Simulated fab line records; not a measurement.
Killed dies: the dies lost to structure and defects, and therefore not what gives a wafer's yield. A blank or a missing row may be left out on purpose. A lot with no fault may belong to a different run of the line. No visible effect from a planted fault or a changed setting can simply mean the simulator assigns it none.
What tool caused it? -- flow n5 finfet -- 24 lots, 72 wafers sampled, at 3 steps of a route of 1938

WHAT THE GAUGES SHOWED, per wafer
N5_BEOL_M3_OVL_MEAS_29.
lot,measured,on,V2_OVL (nm)
L074,day 6 23:05,overlay-02,-0.4 -1.1 0.8
L075,day 7 14:48,overlay-01,0.9 -0.6 0.2
L076,day 8 10:07,overlay-02,1.3 0.6 -0.5
L077,day 8 10:47,overlay-01,-0.6 -1.6 -0.6
L078,day 8 12:14,overlay-01,0.2 0.4 -0.1
L079,day 8 13:30,overlay-02,0.1 -0.5 0.4
L080,day 8 22:12,overlay-02,-0.4 -0.9 -0.3
L081,day 9 01:01,overlay-01,-0.9 0.3 -1.1
L082,day 9 14:46,overlay-01,-0.4 -0.8 -0.3
L083,day 9 15:03,overlay-02,1.8 0.5 0.3
L084,day 9 16:47,overlay-02,0.2 0.8 0.3
L085,day 9 22:03,overlay-02,0.7 0.7 -0.4
L086,day 10 14:12,overlay-01,0.0 0.3 -0.4
L087,day 10 15:00,overlay-01,-1.2 0.2 -0.3
L089,day 11 01:58,overlay-02,0.7 1.2 -0.1
L088,day 11 12:14,overlay-02,-1.1 0.9 -0.4
L091,day 11 13:20,overlay-02,0.1 1.6 0.7
L090,day 11 16:29,overlay-02,1.4 0.5 2.1
L092,day 11 19:34,overlay-02,-0.2 0.0 0.2
L093,day 12 00:58,overlay-02,0.6 1.7 2.0
L094,day 12 12:32,overlay-01,-1.3 -0.4 0.6
L095,day 12 16:19,overlay-01,0.4 0.7 0.5
L096,day 12 19:57,overlay-01,0.2 0.3 0.0
L097,day 13 05:43,overlay-02,0.8 -1.1 0.4

EACH LOT AND THE TOOL THAT RAN IT (in order: tool; ch and the chambers of the sampled wafers; start)
lot,N5_BEOL_M2_SPUTTER_90,N5_BEOL_M2_ANNEAL_93
L074,"pvd sputter-03, day 6 16:05","pvd sputter-03, day 6 16:23"
L075,"pvd sputter-02, day 7 09:48","pvd sputter-02, day 7 10:06"
L076,"pvd sputter-03, day 7 22:00","pvd sputter-03, day 7 22:18"
L077,"pvd sputter-01, day 7 22:37","pvd sputter-01, day 7 22:55"
L078,"pvd sputter-02, day 8 02:14","pvd sputter-02, day 8 02:32"
L079,"pvd sputter-03, day 8 03:41","pvd sputter-03, day 8 03:59"
L080,"pvd sputter-02, day 8 15:17","pvd sputter-02, day 8 15:35"
L081,"pvd sputter-02, day 8 19:11","pvd sputter-02, day 8 19:29"
L082,"pvd sputter-02, day 9 08:53","pvd sputter-02, day 9 09:11"
L083,"pvd sputter-03, day 9 09:02","pvd sputter-03, day 9 09:20"
L084,"pvd sputter-02, day 9 12:04","pvd sputter-02, day 9 12:22"
L085,"pvd sputter-03, day 9 18:04","pvd sputter-03, day 9 18:22"
L086,"pvd sputter-02, day 10 09:11","pvd sputter-02, day 10 09:29"
L087,"pvd sputter-02, day 10 11:04","pvd sputter-02, day 10 11:22"
L089,"pvd sputter-01, day 10 20:55","pvd sputter-01, day 10 21:13"
L088,"pvd sputter-02, day 11 08:17","pvd sputter-02, day 11 08:35"
L091,"pvd sputter-01, day 11 08:27","pvd sputter-01, day 11 08:45"
L090,"pvd sputter-03, day 11 12:13","pvd sputter-03, day 11 12:31"
L092,"pvd sputter-03, day 11 14:03","pvd sputter-03, day 11 14:21"
L093,"pvd sputter-03, day 11 20:33","pvd sputter-03, day 11 20:51"
L094,"pvd sputter-01, day 12 08:37","pvd sputter-01, day 12 08:55"
L095,"pvd sputter-01, day 12 12:19","pvd sputter-01, day 12 12:37"
L096,"pvd sputter-01, day 12 16:19","pvd sputter-01, day 12 16:37"
L097,"pvd sputter-03, day 12 20:41","pvd sputter-03, day 12 20:59"
- N5_BEOL_M2_SPUTTER_90: material Cu, target thk 4.5 nm, time 8.29 s.
- N5_BEOL_M2_ANNEAL_93: time 240 s.

AS READ BY THE TOOLS THEMSELVES (means over the sampled wafers that have a number; for cases with no such wafer, the mark the record gives instead)
N5_BEOL_M2_SPUTTER_90.
lot,tool,throttle valve pct (%)
L074,pvd sputter-03,28.8
L075,pvd sputter-02,30.2
L076,pvd sputter-03,29.7
L077,pvd sputter-01,29.0
L078,pvd sputter-02,30.6
L079,pvd sputter-03,29.9
L080,pvd sputter-02,30.2
L081,pvd sputter-02,29.9
L082,pvd sputter-02,29.7
L083,pvd sputter-03,30.8
L084,pvd sputter-02,30.2
L085,pvd sputter-03,30.7
L086,pvd sputter-02,29.9
L087,pvd sputter-02,30.6
L089,pvd sputter-01,31.4
L088,pvd sputter-02,30.3
L091,pvd sputter-01,31.3
L090,pvd sputter-03,29.8
L092,pvd sputter-03,29.5
L093,pvd sputter-03,30.8
L094,pvd sputter-01,31.2
L095,pvd sputter-01,30.8
L096,pvd sputter-01,31.3
L097,pvd sputter-03,29.9

N5_BEOL_M2_ANNEAL_93.
lot,tool,heater power w (W)
L074,pvd sputter-03,890
L075,pvd sputter-02,858
L076,pvd sputter-03,874
L077,pvd sputter-01,776
L078,pvd sputter-02,750
L079,pvd sputter-03,857
L080,pvd sputter-02,855
L081,pvd sputter-02,868
L082,pvd sputter-02,754
L083,pvd sputter-03,768
L084,pvd sputter-02,843
L085,pvd sputter-03,780
L086,pvd sputter-02,885
L087,pvd sputter-02,864
L089,pvd sputter-01,804
L088,pvd sputter-02,860
L091,pvd sputter-01,842
L090,pvd sputter-03,879
L092,pvd sputter-03,803
L093,pvd sputter-03,840
L094,pvd sputter-01,838
L095,pvd sputter-01,825
L096,pvd sputter-01,842
L097,pvd sputter-03,855

THE ANSWER, worked out from the rows above alone
Rule: usual is defined by the lots themselves. Put in order of their means at a reading, lots are off if they are a third of the lots or fewer, leave a main group of 4 or more, and stand apart from it by a gap of 3 or more times the standard deviation of the main group's means; of several such gaps the widest counts. A main group whose means are all the same, to the digits that the tables above print for the reading, isn't used. Also off: a lot with no number at a reading for which 4 or more lots have one. Any other lot the step has rows for is counted as sound. Order of review: gauges by route order, followed by the tools' own readings, for which a lot's mean as printed above is used. The first step at which some lot is off is used, and at that step the reading that is off furthest; a lot without a number counts as furthest.
No lot is off at any reading shown: from this, nothing can be told.

WHAT HAD BEEN PUT IN BY THE SIMULATOR
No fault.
